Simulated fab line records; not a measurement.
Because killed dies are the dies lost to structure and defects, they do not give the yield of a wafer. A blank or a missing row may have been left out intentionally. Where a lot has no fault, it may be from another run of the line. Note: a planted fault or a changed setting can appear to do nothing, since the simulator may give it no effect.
fab line records	flow nand-harc
record: lots: 6	wafers: 17	last-day: 33
route steps=1302 shown A_CHANNEL_HOLE_D1@482 A_CHANNEL_FILL_D1@490 END@1302
lots with no fault: from the same line, run without faults
start-h: the number of hours between the record's first day and the start of the first shown wafer of the lot	wait-h: hours since the lot's step before	" identical to the entry in the row above	L1.1+2: one row covering several wafers at once	- no value, or no start was given	* or withheld: withheld	< > ~ a bound
route shown NAME@n: NAME is a module with steps in the file, n the number in the route of the first one	usual: mean and standard deviation over wafers with no fault	same: alike in all rows	chamber/n: place in a boat	sites: per-site readings	_std_site: standard deviation across them	_edge_site: inner sites' mean taken away from outer sites' mean	radius-mm: for every site, how far away it sits from the centre of the wafer	mask NAME#n: copy n	behind: the tool/chamber that last shaped the wafer	hold: the reason the lot was held/the length of the hold in hours/how it ended	device: transistor that didn't switch, given as n, p or np	end of line: at the end of the route, the tests of the same wafers	a step without rows: its recipe alone	killed: dies that structure and defects cost at the first sort, which is not the same as the wafer's yield	map: shows each die of a wafer: x if killed, . if not, _ if none is there
set.NAME: the setting that was run; set.NAME@STEP: the one run at that earlier step	model.NAME: the simulator's own value behind a step, which no gauge read
certain route steps with their lots: each step a table, each wafer a row
services: a tool's chamber out of use, with start hour (start-h, from the record's first day; less than 0 if before it), hours out, and reason
== steps ==
step: NHARC_A_CHANNEL_HOLE_D1_STRIP_43
recipe: o2-flow-sccm: 400	cos-flow-sccm: 20	ar-flow-sccm: 0	bias-w: 0	chemistry: O2/COS
step: NHARC_A_CHANNEL_HOLE_D1_ETCH_44
recipe: target-depth-a: 1400	overetch-a: 140	time-s: 77	ion-energy-ev: 100	cf4-flow-sccm: 80	o2-flow-sccm: 20	ar-flow-sccm: 0	rf-w: 300	bias-w: 100	chemistry: CF4/O2
usual: bias-w: 100.02/0.29	chamber-pressure-mTorr: 29.998/0.028	drypump-motor-current-A: 5.9/0.52	oes_f_703_au: 1.000/0.0048	oes_o_777_au: 1.000/0.0043	oes-product-au: 1.000/0.011	rf-vpp-V: 197.3/1.3	showerhead-plenum-p-Torr: 1.31/0.04	throttle-valve-pct: 13.398/0.0092
same: time-s: 77
lot.wafer	tool	chamber	start-h	wait-h	bias-w	chamber-pressure-mTorr	drypump-motor-current-A	oes_f_703_au	oes_o_777_au	oes-product-au	rf-hours-counter-h	rf-vpp-V	showerhead-plenum-p-Torr	throttle-valve-pct
L419.4	rie-diel-07	3	196.30	0.0	99.81	30.023	5.2	0.998	0.999	1.012	5	197.4	1.30	13.398
L419.3	"	0	"	"	100.38	30.014	5.4	1.002	0.995	1.009	2	195.2	1.26	13.398
L419.5	"	0	"	"	100.15	29.972	5.4	0.996	1.000	0.996	-	195.1	1.26	13.409
L424.4	rie-diel-07	2	230.25	0.1	100.45	29.995	6.3	1.002	0.995	0.980	10	195.7	1.30	13.390
L424.3	"	0	"	"	99.72	29.977	5.4	0.999	0.995	1.004	5	196.8	1.26	13.404
L424.6	"	2	"	"	100.11	30.031	6.3	0.995	0.999	0.987	-	197.3	1.30	13.415
L436.1	rie-diel-07	1	357.27	0.1	100.02	29.951	6.4	1.001	1.002	0.995	6	198.3	1.36	13.416
L436.5	"	3	"	"	99.79	29.995	5.2	0.999	0.992	0.998	-	197.8	1.30	13.402
L438.4	rie-diel-11	2	371.02	0.1	100.60	30.023	5.3	0.999	1.001	1.023	37	198.0	1.29	13.400
L438.1	"	1	"	"	100.40	30.012	6.3	1.004	0.997	1.005	38	198.9	1.32	13.406
L438.6	"	3	"	"	100.26	30.025	6.2	1.002	1.006	1.007	-	200.3	1.44	13.396
L440.2	rie-diel-07	2	399.48	0.1	99.79	30.045	6.3	0.993	0.992	0.990	11	196.1	1.30	13.387
L440.3	"	3	"	"	99.73	29.994	5.2	0.997	0.993	0.999	8	197.6	1.30	13.392
L440.6	"	1	"	"	100.11	30.003	6.4	1.004	0.999	1.001	-	197.2	1.36	13.398
L441.2	rie-diel-07	1	404.15	0.1	99.82	30.014	6.3	0.997	1.000	0.994	11	197.8	1.36	13.400
L441.5	"	1	"	"	99.77	29.988	6.4	1.000	1.000	0.993	-	198.0	1.36	13.391
L441.6	"	2	"	"	99.82	29.980	6.3	0.993	0.998	0.984	-	197.3	1.30	13.384
step: NHARC_A_CHANNEL_HOLE_D1_STRIP_27
recipe: o2-flow-sccm: 500	ar-flow-sccm: 0	bias-w: 0	chemistry: O2
usual: chamber-pressure-mTorr: 60.00/0.061	drypump-motor-current-A: 5.8/0.53	oes-product-au: 0.999/0.012	rf-vpp-V: 57.6/0.83	showerhead-plenum-p-Torr: 3.47/0.1	throttle-valve-pct: 17.036/0.0088
same: bias-w: 0
lot.wafer	tool	chamber	start-h	wait-h	chamber-pressure-mTorr	drypump-motor-current-A	oes-product-au	rf-hours-counter-h	rf-vpp-V	showerhead-plenum-p-Torr	throttle-valve-pct
L419.3	rie-diel-07	2	-	-	60.02	6.3	0.968	7	58.5	3.45	17.050
L419.4	"	0	"	"	60.00	5.4	0.998	2	57.1	3.35	17.054
L419.5	"	2	"	"	60.02	6.4	0.985	-	57.8	3.45	17.050
L424.4	rie-diel-07	0	-	-	60.10	5.5	0.993	5	57.0	3.35	17.023
L424.3	"	3	"	"	60.02	5.2	1.011	9	57.6	3.45	17.036
L424.6	"	1	"	"	59.96	6.4	1.004	-	57.7	3.59	17.032
L436.1	rie-diel-07	3	-	-	59.96	5.2	0.999	5	57.8	3.45	17.055
L436.5	"	1	"	"	60.01	6.4	0.995	-	57.6	3.58	17.034
L438.1	rie-diel-11	3	-	-	60.06	6.2	1.012	34	58.9	3.79	17.034
L438.4	"	2	"	"	59.99	5.3	1.027	37	58.3	3.42	17.028
L438.6	"	0	"	"	59.93	6.0	1.007	-	58.3	3.76	17.029
L440.2	rie-diel-07	3	-	-	60.07	5.2	0.980	8	56.9	3.44	17.033
L440.3	"	0	"	"	60.07	5.4	0.997	8	57.2	3.34	17.037
L440.6	"	3	"	"	60.06	5.2	0.997	-	58.7	3.44	17.029
L441.2	rie-diel-07	0	-	-	60.05	5.5	1.003	8	57.1	3.34	17.044
L441.5	"	0	"	"	60.00	5.4	0.993	-	56.8	3.34	17.046
L441.6	"	2	"	"	59.98	6.3	0.982	-	58.3	3.44	17.042
step: NHARC_A_CHANNEL_HOLE_D1_PRECLEAN_28
recipe: time-s: *	temp-c: 50	bath-age-min: 0	chemistry: SC1
step: NHARC_A_CHANNEL_HOLE_D1_SRD_29
step: NHARC_A_CHANNEL_HOLE_D1_CD_MEAS_30
usual: cd-nm: 90.3/1.1
lot.wafer	tool	chamber	start-h	wait-h	cd-nm
L419.3	cd-sem-01	-	197.09	-	92.4
L419.4	"	-	"	"	90.4
L419.5	"	-	"	"	92.2
L424.3	cd-sem-01	-	231.04	-	91.7
L424.4	"	-	"	"	91.6
L424.6	"	-	"	"	90.0
L436.1	cd-sem-01	-	358.05	-	89.3
L436.5	"	-	"	"	87.7
L438.1	cd-sem-01	-	371.82	-	89.9
L438.4	"	-	"	"	89.6
L438.6	"	-	"	"	90.9
L440.2	cd-sem-01	-	400.27	-	87.9
L440.3	"	-	"	"	89.8
L440.6	"	-	"	"	89.4
L441.2	cd-sem-03	-	405.08	-	90.1
L441.5	"	-	"	"	90.2
L441.6	"	-	"	"	88.8
step: NHARC_A_CHANNEL_HOLE_D1_XSEM_31
recipe: landing-energy-ev: 35000
usual: bot-cd-nm: 74.9/1.3	bow-nm: 8.60/0.23	tilt-deg: 0.08/0.038
lot.wafer	tool	chamber	start-h	wait-h	bot-cd-nm	bow-nm	tilt-deg
L419.3	xsem-02	0	197.19	0.1	76.4	8.57	0.14
L419.4	"	0	"	"	73.7	8.52	0.14
L419.5	"	0	"	"	75.8	8.55	0.14
L424.3	xsem-02	0	231.13	0.1	77.4	8.56	0.03
L424.4	"	0	"	"	77.0	8.56	0.03
L424.6	"	0	"	"	74.2	8.56	0.03
L436.1	xsem-02	0	358.14	0.1	73.4	8.76	0.03
L436.5	"	0	"	"	71.8	8.70	0.03
L438.1	xsem-02	0	371.91	0.1	73.8	8.37	0.06
L438.4	"	0	"	"	73.1	8.35	0.06
L438.6	"	0	"	"	75.0	8.38	0.06
L440.2	xsem-01	0	400.35	0.1	71.9	8.68	0.08
L440.3	"	0	"	"	74.6	8.70	0.08
L440.6	"	0	"	"	74.5	8.69	0.08
L441.2	xsem-02	0	405.17	0.1	75.7	8.53	0.05
L441.5	"	0	"	"	74.3	8.52	0.04
L441.6	"	0	"	"	74.2	8.53	0.04
step: NHARC_A_CHANNEL_HOLE_D1_INSPECT_40
usual: raw-defect-count: 75/25
lot.wafer	tool	chamber	start-h	wait-h	raw-defect-count
L419.3	defect-inspect-01	-	197.28	-	118
L419.4	"	-	"	"	87
L419.5	"	-	"	"	122
L424.3	defect-inspect-02	-	231.22	-	125
L424.4	"	-	"	"	125
L424.6	"	-	"	"	114
L436.1	defect-inspect-02	-	358.23	-	94
L436.5	"	-	"	"	73
L438.1	defect-inspect-02	-	372.01	-	57
L438.4	"	-	"	"	48
L438.6	"	-	"	"	81
L440.2	defect-inspect-02	-	400.45	-	81
L440.3	"	-	"	"	92
L440.6	"	-	"	"	92
L441.2	defect-inspect-02	-	405.26	-	59
L441.5	"	-	"	"	68
L441.6	"	-	"	"	70
step: NHARC_A_CHANNEL_FILL_D1_PRECLEAN_00
recipe: time-s: *	temp-c: 50	bath-age-min: 0	chemistry: SC1
step: NHARC_A_CHANNEL_FILL_D1_SRD_01
step: NHARC_A_CHANNEL_FILL_D1_ALD_02
recipe: target-thk-a: 60	pulse-time-s: 10	ald-cycles: 60	temp-c: 300	material: SiO2
usual: ald-cycles: 60/0	heater-power-w: 452/38	precursor-pulse-height-rel: 0.997/0.02
lot.wafer	tool	chamber	start-h	wait-h	ald-cycles	heater-power-w	precursor-pulse-height-rel
L419.3	ald-hk-04	3	197.55	-	60	459	0.992
L419.4	"	1	"	"	60	419	1.016
L419.5	"	3	"	"	60	450	1.038
L424.3	ald-hk-04	0	231.42	-	60	512	1.000
L424.4	"	3	"	"	60	456	1.022
L424.6	"	0	"	"	60	492	1.000
L436.1	ald-hk-04	3	358.43	-	60	434	0.984
L436.5	"	0	"	"	60	508	1.009
L438.4	ald-hk-03	2	372.20	-	60	474	1.013
L438.1	"	3	"	"	60	413	0.987
L438.6	"	2	"	"	60	475	0.991
L440.2	ald-hk-03	1	400.99	-	60	488	0.970
L440.3	"	3	"	"	60	407	0.995
L440.6	"	0	"	"	60	456	1.002
L441.2	ald-hk-04	3	405.46	-	60	429	0.995
L441.5	"	3	"	"	60	432	0.971
L441.6	"	0	"	"	60	506	1.012
step: NHARC_A_CHANNEL_FILL_D1_ALD_03
recipe: target-thk-a: 60	pulse-time-s: 60	ald-cycles: 58	temp-c: 630	pressure-torr: 2	material: SiNx
step: NHARC_A_CHANNEL_FILL_D1_ALD_14
recipe: target-thk-a: 25	pulse-time-s: 10	ald-cycles: 25	temp-c: 300	material: SiO2
usual: ald-cycles: 25/0	heater-power-w: 451/40	precursor-pulse-height-rel: 0.999/0.019
lot.wafer	tool	chamber	start-h	wait-h	ald-cycles	heater-power-w	precursor-pulse-height-rel
L419.3	ald-hk-03	3	203.94	1.1	25	416	1.022
L419.4	"	0	"	"	25	467	1.005
L419.5	"	2	"	"	25	477	1.014
L424.3	ald-hk-04	1	237.48	0.4	25	412	1.020
L424.4	"	2	"	"	25	438	1.012
L424.6	"	3	"	"	25	466	0.988
L436.1	ald-hk-04	2	365.49	0.1	39	451	0.961
L436.5	"	1	"	"	39	395	1.004
L438.1	ald-hk-04	1	378.94	1.3	39	402	1.004
L438.4	"	2	"	"	25	444	1.008
L438.6	"	1	"	"	25	399	0.972
L440.3	ald-hk-03	3	407.92	0.0	25	409	0.988
L440.2	"	0	"	"	25	458	0.976
L440.6	"	0	"	"	25	453	1.005
L441.2	ald-hk-03	1	412.47	0.0	25	498	0.994
L441.6	"	1	"	"	25	495	0.996
L441.5	"	2	"	"	25	450	0.992
step: NHARC_A_CHANNEL_FILL_D1_ALD_15
recipe: target-thk-a: 20	pulse-time-s: 60	ald-cycles: 19	temp-c: 630	pressure-torr: 2	material: SiNx
usual: ald-cycles: 19/0	precursor-pulse-height-rel: 1.001/0.02
lot.wafer	tool	chamber	start-h	wait-h	ald-cycles	precursor-pulse-height-rel
L419.3	ald-sin-batch-01	0	-	-	19	1.012
L419.4	"	0	"	"	19	0.996
L419.5	"	0	"	"	19	1.015
L424.3	ald-sin-batch-01	0	-	-	19	1.039
L424.4	"	0	"	"	19	1.001
L424.6	"	0	"	"	19	0.972
L436.1	ald-sin-batch-01	0	-	-	19	0.997
L436.5	"	0	"	"	19	0.983
L438.1	ald-sin-batch-01	0	-	-	19	0.989
L438.4	"	0	"	"	19	0.985
L438.6	"	0	"	"	19	1.030
L440.2	ald-sin-batch-03	0	-	-	19	1.023
L440.3	"	0	"	"	19	1.002
L440.6	"	0	"	"	19	0.975
L441.2	ald-sin-batch-03	0	-	-	19	1.030
L441.5	"	0	"	"	19	1.003
L441.6	"	0	"	"	19	1.008
step: NHARC_END_SORT_01
recipe: temp-c: 25
usual: killed-at-array: 55/20	killed-at-other: 0.7/0.96	killed-at-periphery: 4.1/2.4	killed-dies: 60/20	killed-open: 3.3/1.9	killed-short: 2.8/1.6
same: gross-dies: 677
lot.wafer	tool	chamber	start-h	wait-h	killed-at-array	killed-at-other	killed-at-periphery	killed-dies	killed-open	killed-short
L419.3	prober-01	0	577.29	3.1	65	0	7	72	2	2
L419.4	prober-01	0	578.11	3.4	55	0	7	62	2	0
L419.5	prober-01	0	578.92	3.7	65	0	6	71	8	2
L436.1	prober-01	0	740.31	2.5	76	0	5	81	2	2
L436.5	prober-01	0	743.52	3.7	60	1	5	66	1	2
L440.2	prober-02	0	783.56	2.8	45	0	3	48	4	4
L440.3	prober-02	0	784.37	3.1	39	0	3	42	2	2
L440.6	prober-02	0	786.78	4.0	50	0	3	53	3	6
killed by level:class
L419.3 A_CHANNEL_HOLE_D1:chamber-film-flake=28 A_CHANNEL_HOLE_D2:chamber-film-flake=22 A_STAIRCASE:chamber-film-flake=4 A_BONDPAD:chamber-film-flake=4 P_GATE:chamber-film-flake=3 P_M1:chamber-film-flake=3 A_WL_FILL:chamber-film-flake=2 P_CONTACT:geometric-particle:open=1
L419.4 A_CHANNEL_HOLE_D2:chamber-film-flake=27 A_CHANNEL_HOLE_D1:chamber-film-flake=18 A_BONDPAD:chamber-film-flake=6 P_GATE:chamber-film-flake=3 P_M1:chamber-film-flake=3 A_CONTACT:chamber-film-flake=3 P_M1:geometric-particle:open=1 A_CHANNEL_FILL_D1:geometric-particle:open=1
L419.5 A_CHANNEL_HOLE_D1:chamber-film-flake=26 A_CHANNEL_HOLE_D2:chamber-film-flake=21 A_M0:geometric-particle:open=4 P_M1:chamber-film-flake=4 A_STAIRCASE:chamber-film-flake=3 P_GATE:chamber-film-flake=2 A_CONTACT:chamber-film-flake=2 A_CHANNEL_FILL_D1:geometric-particle:short=1
L436.1 A_CHANNEL_HOLE_D1:chamber-film-flake=29 A_CHANNEL_HOLE_D2:chamber-film-flake=23 A_CONTACT:chamber-film-flake=11 A_STAIRCASE:chamber-film-flake=8 P_STI:chamber-film-flake=3 A_SLIT:chamber-film-flake=2 P_STI:geometric-particle:open=1 A_ONON_D1:geometric-particle:open=1
L436.5 A_CHANNEL_HOLE_D1:chamber-film-flake=23 A_CHANNEL_HOLE_D2:chamber-film-flake=19 A_STAIRCASE:chamber-film-flake=7 A_CONTACT:chamber-film-flake=5 P_STI:chamber-film-flake=2 P_GATE:chamber-film-flake=2 A_SLIT:chamber-film-flake=2 A_ONON_D1:geometric-particle:short=1
L440.2 A_CHANNEL_HOLE_D1:chamber-film-flake=23 A_SLIT:chamber-film-flake=5 A_CHANNEL_FILL_D2:chamber-film-flake=4 A_CONTACT:chamber-film-flake=4 P_CONTACT:geometric-particle:open=2 A_ONON_D2:geometric-particle:short=2 A_CHANNEL_HOLE_D2:chamber-film-flake=2 A_CHANNEL_FILL_D1:geometric-particle:short=1
L440.3 A_CHANNEL_HOLE_D1:chamber-film-flake=17 A_SLIT:chamber-film-flake=6 A_CONTACT:chamber-film-flake=6 P_ZERO_WELL:chamber-film-flake=2 A_CHANNEL_HOLE_D2:chamber-film-flake=2 A_CHANNEL_FILL_D2:chamber-film-flake=2 P_GATE:geometric-particle:open=1 A_SOURCE_PLATE:geometric-particle:open=1
L440.6 A_CHANNEL_HOLE_D1:chamber-film-flake=18 A_SLIT:chamber-film-flake=8 A_CONTACT:chamber-film-flake=6 A_STAIRCASE:chamber-film-flake=3 A_M1:chamber-film-flake=3 A_ONON_D2:geometric-particle:short=2 A_CHANNEL_FILL_D2:chamber-film-flake=2 P_M0:geometric-particle:open=1
== services ==
tool	chamber	start-h	hours	kind
rie-diel-07	0	176.35	-	clean
rie-diel-07	1	176.35	-	clean
rie-diel-07	2	176.35	-	clean
rie-diel-07	3	176.35	-	clean
rie-diel-07	1	191.67	3.2	repair
rie-diel-07	0	200.93	-	clean
rie-diel-07	1	200.93	-	clean
rie-diel-07	-	211.41	0.9	repair
ald-hk-03	-	212.69	10.0	pm
xsem-02	-	243.09	0.6	repair
ald-hk-04	-	254.95	10.0	pm
rie-diel-11	-	255.59	9.0	pm
rie-diel-07	1	257.86	26.7	repair
rie-diel-11	3	270.66	5.1	repair
rie-diel-07	-	295.23	9.0	pm
rie-diel-11	0	335.93	9.7	repair
xsem-01	-	374.00	14.0	pm
ald-hk-03	-	390.69	10.0	pm
rie-diel-07	0	393.05	6.1	repair
rie-diel-07	3	394.05	3.6	repair
rie-diel-07	3	403.06	3.0	repair
rie-diel-11	1	406.30	4.6	repair
rie-diel-07	-	409.96	0.6	repair
rie-diel-11	0	412.92	1.2	repair
== key ==
first-sign: step: NHARC_A_CHANNEL_FILL_D1_ALD_14	reading: ald-cycles	direction: up	sigmas: 99+	usual: 25	struck: 39
effect none on later readings
met-at NHARC_A_CHANNEL_FILL_D1_ALD_14
struck-wafers L436.1,L436.5,L438.1
tester-left-out L436,L438
onset-between 237.48 365.49
fault: kind: process-parameter-drift	tool: ald-hk-04	chamber: -	onset-h: 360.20	steps: NHARC_A_CHANNEL_FILL_D1_ALD_14	channel: ald-cycles	offset: 14	shape: step	end-h: 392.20	scope: struck-wafers-only	acts-in: these-recipes-only	stated: 25
tester-left-out: of these lots the tester's yield and bins aren't shown, on N5 and GAA mostly nor the transistor test; their killed dies are dies lost to structure and defects alone, not to doping, threshold or leakage, so they don't give the yield
